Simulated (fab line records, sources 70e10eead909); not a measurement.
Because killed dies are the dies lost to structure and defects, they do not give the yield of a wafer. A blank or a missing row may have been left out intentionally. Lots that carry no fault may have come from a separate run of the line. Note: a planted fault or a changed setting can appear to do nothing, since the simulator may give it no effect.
Which tool was responsible?	flow nand harc	Sampling: 14 lots, 42 wafers, 5 of 1159 route steps

WHAT THE GAUGES SHOWED, per wafer
NHARC_THIN_TSV_CD_MEAS_12 targets a cd of 1000 nm. Usual: cd nm at 1000.7 nm, with a standard deviation of 1.6.
lot	measured	on	cd nm (nm)	flag
L699	day 19 03:03	cd sem-02	999.2 1002.0 1002.2	
L700	day 18 23:52	cd sem-02	1004.4 1001.3 1002.0	
L702	day 19 00:40	cd sem-02	999.4 1002.1 998.7	
L698	day 19 01:50	cd sem-03	998.0 1002.0 1000.3	
L701	day 19 17:49	cd sem-02	1002.5 1001.8 1001.9	
L706	day 20 19:31	cd sem-03	1001.3 999.8 1000.9	
L711	day 21 13:43	cd sem-03	1002.8 1004.1 1000.0	
L713	day 21 22:08	cd sem-01	999.3 1000.6 1000.6	
L712	day 21 23:29	cd sem-01	1001.6 1000.4 998.1	
L715	day 22 15:01	cd sem-01	1000.3 1000.2 1001.4	
L719	day 23 12:20	cd sem-01	1003.2 999.7 1001.4	
L718	day 23 14:38	cd sem-03	1000.9 1002.2 998.3	
L720	day 24 02:38	cd sem-03	1002.6 999.1 1002.2	
L721	day 24 01:26	cd sem-02	1001.2 999.9 1001.3	

NHARC_THIN_TSV_CD_MEAS_33 targets a cd of 5000 nm. Usual: cd nm at 4999.5 nm, with a standard deviation of 1.8.
lot	measured	on	cd nm (nm)	flag
L699	day 19 09:02	cd sem-02	4999.3 4999.9 5000.5	
L700	day 19 05:48	cd sem-02	4997.1 4998.2 4998.1	
L702	day 19 06:30	cd sem-03	5001.2 4999.9 4997.7	
L698	day 19 07:56	cd sem-01	4997.9 5003.8 5001.9	
L701	day 20 00:43	cd sem-03	4997.9 4997.0 4999.6	
L706	day 21 01:28	cd sem-02	4996.9 4999.1 5000.1	
L711	day 21 19:29	cd sem-02	4998.7 5002.5 5001.0	
L713	day 22 04:29	cd sem-03	4997.4 5000.4 5000.9	
L712	day 22 05:38	cd sem-02	5000.4 4999.4 4998.7	
L715	day 22 21:00	cd sem-02	5000.4 4999.4 4997.7	
L719	day 23 18:14	cd sem-03	4998.0 5001.5 5000.1	
L718	day 23 20:52	cd sem-02	4999.7 4998.5 4996.0	
L720	day 24 08:31	cd sem-03	5002.3 5001.6 5002.6	
L721	day 24 07:20	cd sem-03	4999.5 4997.4 5001.5	

NHARC_END_SORT_01. Usual: killed at array 29, standard deviation 11; killed at other 0.7, standard deviation 1.1; killed at periphery 2.9, standard deviation 2.2; killed dies 33, standard deviation 11; killed open 3.1, standard deviation 1.8; killed short 1.9, standard deviation 1.4.
lot	measured	on	killed at array	killed at other	killed at periphery	killed dies	killed open	killed short	flag
L711	day 22 01:51	prober-02	29 39 101	1 1 0	3 2 3	33 42 104	2 1 2	0 4 0	
L712	day 22 13:22	prober-02	15 12 83	0 4 0	1 4 2	16 20 85	1 3 1	0 1 0	

WHICH TOOL RAN EACH LOT (tool, then ch and the chambers of the sampled wafers, then the start)
lot	NHARC_A_CONTACT_STRIP_105	NHARC_THIN_TSV_PVD_51
L699	rie diel-06 ch 0,1,3, day 17 04:05	pvd sputter-03, day 19 09:02 or earlier
L700	rie diel-06 ch 1,2, day 17 05:11	pvd sputter-02, day 19 05:48 or earlier
L702	rie diel-11 ch 0,1,2, day 17 09:04	pvd sputter-01, day 19 06:30 or earlier
L698	rie diel-11 ch 0,2, day 17 10:11	pvd sputter-01, day 19 07:56 or earlier
L701	rie diel-06 ch 0,1,3, day 18 02:20	pvd sputter-03, day 20 00:43 or earlier
L706	rie diel-06 ch 0,2, day 19 04:03	pvd sputter-01, day 21 01:28 or earlier
L711	rie diel-06 ch 1,2,3, day 20 00:35	pvd sputter-03, day 21 19:29 or earlier
L713	rie diel-09 ch 1,3, day 20 04:08	pvd sputter-01, day 22 04:29 or earlier
L712	rie diel-06 ch 0,1,3, day 20 06:04	pvd sputter-03, day 22 05:38 or earlier
L715	rie diel-09 ch 1,2,3, day 20 17:31	pvd sputter-03, day 22 21:00 or earlier
L719	rie diel-09 ch 0,2,3, day 21 14:38	pvd sputter-01, day 23 18:14 or earlier
L718	rie diel-09 ch 1,2,3, day 21 20:17	pvd sputter-02, day 23 20:52 or earlier
L720	rie diel-11 ch 0,2, day 22 06:49	pvd sputter-01, day 24 08:31 or earlier
L721	rie diel-09 ch 0,1,3, day 22 10:31	pvd sputter-01, day 24 07:20 or earlier
- NHARC_A_CONTACT_STRIP_105: strips in O2/COS.
- NHARC_THIN_TSV_PVD_51: deposits Cu, target thk 100 nm.

AS READ BY THE TOOLS THEMSELVES (means over the sampled wafers that have a number; for cases with no such wafer, the mark the record gives instead)
NHARC_THIN_TSV_PVD_51. Usual: throttle valve pct at 30.0 %, with a standard deviation of 1.3.
lot	tool	throttle valve pct (%)	flag
L699	pvd sputter-03	31.2	
L700	pvd sputter-02	29.5	
L702	pvd sputter-01	29.6	
L698	pvd sputter-01	29.7	
L701	pvd sputter-03	29.7	
L706	pvd sputter-01	29.7	
L711	pvd sputter-03	30.5	
L713	pvd sputter-01	31.0	
L712	pvd sputter-03	30.3	
L715	pvd sputter-03	30.4	
L719	pvd sputter-01	30.1	
L718	pvd sputter-02	30.8	
L720	pvd sputter-01	29.6	
L721	pvd sputter-01	29.2	

THE ANSWER, worked out from the rows above alone
Rule: a lot is off if the mean of its wafers that have a number lies more than 3 standard deviations from the usual mean. A lot without any number at a reading at which 4 lots or more have one is off too. Any other lot the step has rows for is counted as sound. First the gauges in route order, then the tools' own readings, where a lot's mean is used as printed above. At the first step where some lot is off, the reading lying furthest off is the one used; lots without a number count as furthest.
Across all readings shown, no lot is off: no conclusion can be drawn from this.

WHAT THE SIMULATOR PUT IN
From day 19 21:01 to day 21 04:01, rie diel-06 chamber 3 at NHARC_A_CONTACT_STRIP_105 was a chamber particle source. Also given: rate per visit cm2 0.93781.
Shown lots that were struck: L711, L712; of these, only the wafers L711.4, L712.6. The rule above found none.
